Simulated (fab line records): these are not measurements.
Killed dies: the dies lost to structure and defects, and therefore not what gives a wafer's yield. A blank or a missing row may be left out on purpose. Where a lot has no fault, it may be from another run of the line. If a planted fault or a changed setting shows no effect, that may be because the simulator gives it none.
Matching of chambers ; flow n5Finfet ; pecvd-03 running N5_BEOL_M0_SAQP_PECVD_04: 3 sister chambers
The step deposits a-Si from SiH4/He, target thk 60 nm, time 60.2 s. 24 wafers are shown with their chamber, then 12 later ones without.

== WAFERS WITH THEIR CHAMBER ==
wafer;chamber;showerheadPlenumPTorr (Torr);throttleValvePct (%);heaterPowerW (W)
L076.3;2;5.68;19.6;621
L076.5;1;5.56;17.6;616
L076.6;2;5.68;19.4;637
L077.1;2;5.68;19.3;635
L077.2;0;5.72;17.4;632
L077.6;2;5.68;19.6;637
L080.1;1;5.56;17.7;601
L080.2;0;5.73;17.5;729
L080.3;2;5.67;19.3;606
L081.1;0;5.73;17.4;691
L081.3;1;5.58;17.7;592
L081.6;1;5.56;17.6;593
L082.4;2;5.69;19.4;552
L082.5;1;5.57;17.8;622
L082.6;0;5.74;17.4;690
L083.3;0;5.71;17.2;675
L083.4;2;5.68;19.6;569
L083.6;1;5.56;17.8;599
L086.1;0;5.72;17.6;632
L086.2;1;5.57;17.8;625
L086.3;2;5.68;19.4;622
L088.1;2;5.68;19.4;613
L088.3;0;5.73;17.5;650
L088.6;0;5.73;17.6;658

SIGNATURES (averages over the wafers above)
reading;chamber 0;chamber 1;chamber 2;scatter within a chamber
showerheadPlenumPTorr;5.7263;5.5657;5.6800;0.00743
throttleValvePct;17.450;17.714;19.444;0.118
heaterPowerW;669.62;606.86;610.22;27.9
Rule: a wafer's distance from a chamber is the root of the sum, over the readings, of the square of ((its reading less the chamber's mean) divided by the reading's scatter). The wafer belongs to the nearest chamber; if the next one is less than 2 further off, it can't be placed. The scatter: take each reading less its chamber's mean, square it, sum over the shown wafers, divide by the number of wafers less the number of chambers, and take the root.

== WAFERS WITH NO CHAMBER GIVEN ==
wafer;showerheadPlenumPTorr (Torr);throttleValvePct (%);heaterPowerW (W)
L090.2;5.73;17.2;629
L090.4;5.56;17.8;650
L090.6;5.71;17.7;633
L091.2;5.72;17.4;645
L091.4;5.57;17.8;580
L091.5;5.72;17.6;638
L094.3;5.58;17.8;560
L094.4;5.73;17.4;681
L094.5;5.74;17.4;677
L092.1;5.66;17.1;631
L092.2;5.57;18.0;577
L092.5;5.73;17.2;627

== EACH ONE'S CHAMBER ==
wafer;from the rows above;in truth
L090.2;0;0
L090.4;1;1
L090.6;0;0
L091.2;0;0
L091.4;1;1
L091.5;0;0
L094.3;1;1
L094.4;0;0
L094.5;0;0
L092.1;0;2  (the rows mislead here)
L092.2;1;1
L092.5;0;0
Correctly placed: 11 of 12. Not placeable from these rows: 0. Wrongly placed: 1.
